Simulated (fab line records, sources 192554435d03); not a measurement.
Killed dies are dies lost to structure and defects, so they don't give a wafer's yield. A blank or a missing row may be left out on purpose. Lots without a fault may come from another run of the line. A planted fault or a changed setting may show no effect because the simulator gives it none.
Chamber matching | flow n5_finfet | N5_BEOL_M8_STRIP_36 on rie_diel-05: 4 sister chambers
The step strips in N2/H2. 18 wafers are shown with their chamber, then 9 later ones without.

WAFERS WITH THEIR CHAMBER
wafer  | chamber | throttle_valve_pct (%) | showerhead_plenum_p_Torr (Torr) | oes_product_au (a.u.)
L075.2 | 1       | 23.59                  | 2.49                            | 0.95
L075.3 | 0       | 23.68                  | 2.47                            | 0.83
L075.6 | 2       | 23.43                  | 2.46                            | 0.80
L076.2 | 0       | 23.68                  | 2.46                            | 0.82
L076.4 | 2       | 23.45                  | 2.46                            | 0.79
L076.6 | 0       | 23.66                  | 2.46                            | 0.84
L081.3 | 2       | 23.46                  | 2.46                            | 0.78
L081.4 | 3       | 24.20                  | 2.61                            | 0.69
L081.6 | 3       | 24.20                  | 2.61                            | 0.69
L079.1 | 2       | 23.46                  | 2.45                            | 0.78
L079.2 | 1       | 23.62                  | 2.49                            | 0.89
L079.5 | 3       | 24.18                  | 2.61                            | 0.69
L084.1 | 1       | 23.63                  | 2.49                            | 0.89
L084.5 | 2       | 23.47                  | 2.45                            | 0.78
L084.6 | 1       | 23.61                  | 2.48                            | 0.88
L089.1 | 1       | 23.64                  | 2.48                            | 0.87
L089.2 | 0       | 23.70                  | 2.45                            | 0.79
L089.3 | 3       | 24.19                  | 2.60                            | 0.69

SIGNATURES (means of the wafers above)
reading                  | chamber 0 | chamber 1 | chamber 2 | chamber 3 | scatter within a chamber
throttle_valve_pct       | 23.6800   | 23.6180   | 23.4540   | 24.1925   | 0.0158
showerhead_plenum_p_Torr | 2.4600    | 2.4860    | 2.4560    | 2.6075    | 0.00607
oes_product_au           | 0.8200    | 0.8960    | 0.7860    | 0.6900    | 0.0201
Rule: a wafer's distance from a chamber is the root of the sum, over the readings, of the square of ((its reading less the chamber's mean) divided by the reading's scatter). The wafer belongs to the nearest chamber; if the next one is less than 2 further off, it can't be placed. The scatter: the root of (the sum of the squares of (reading less its chamber's mean) over the shown wafers, divided by (wafers less chambers)).

WAFERS WITHOUT THEIR CHAMBER
wafer  | throttle_valve_pct (%) | showerhead_plenum_p_Torr (Torr) | oes_product_au (a.u.)
L088.1 | 23.63                  | 2.48                            | 0.86
L088.3 | 23.49                  | 2.45                            | 0.75
L088.5 | 23.48                  | 2.45                            | 0.75
L093.1 | 23.66                  | 2.48                            | 0.86
L093.2 | 23.68                  | 2.45                            | 0.80
L093.5 | 23.51                  | 2.44                            | 0.76
L092.2 | 23.49                  | 2.44                            | 0.75
L092.4 | 23.67                  | 2.48                            | 0.85
L092.6 | 23.46                  | 2.44                            | 0.75

WHICH CHAMBER EACH WENT THROUGH
wafer  | from the rows above     | in truth
L088.1 | 1                       | 1
L088.3 | 2                       | 2
L088.5 | 2                       | 2
L093.1 | can't be placed: 1 or 0 | 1
L093.2 | 0                       | 0
L093.5 | 2                       | 2
L092.2 | 2                       | 2
L092.4 | can't be placed: 0 or 1 | 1
L092.6 | 2                       | 2
Placed correctly: 7 of 9. Can't be placed from these rows: 2 (the true chamber is among the candidates in 2). Placed wrongly: 0.
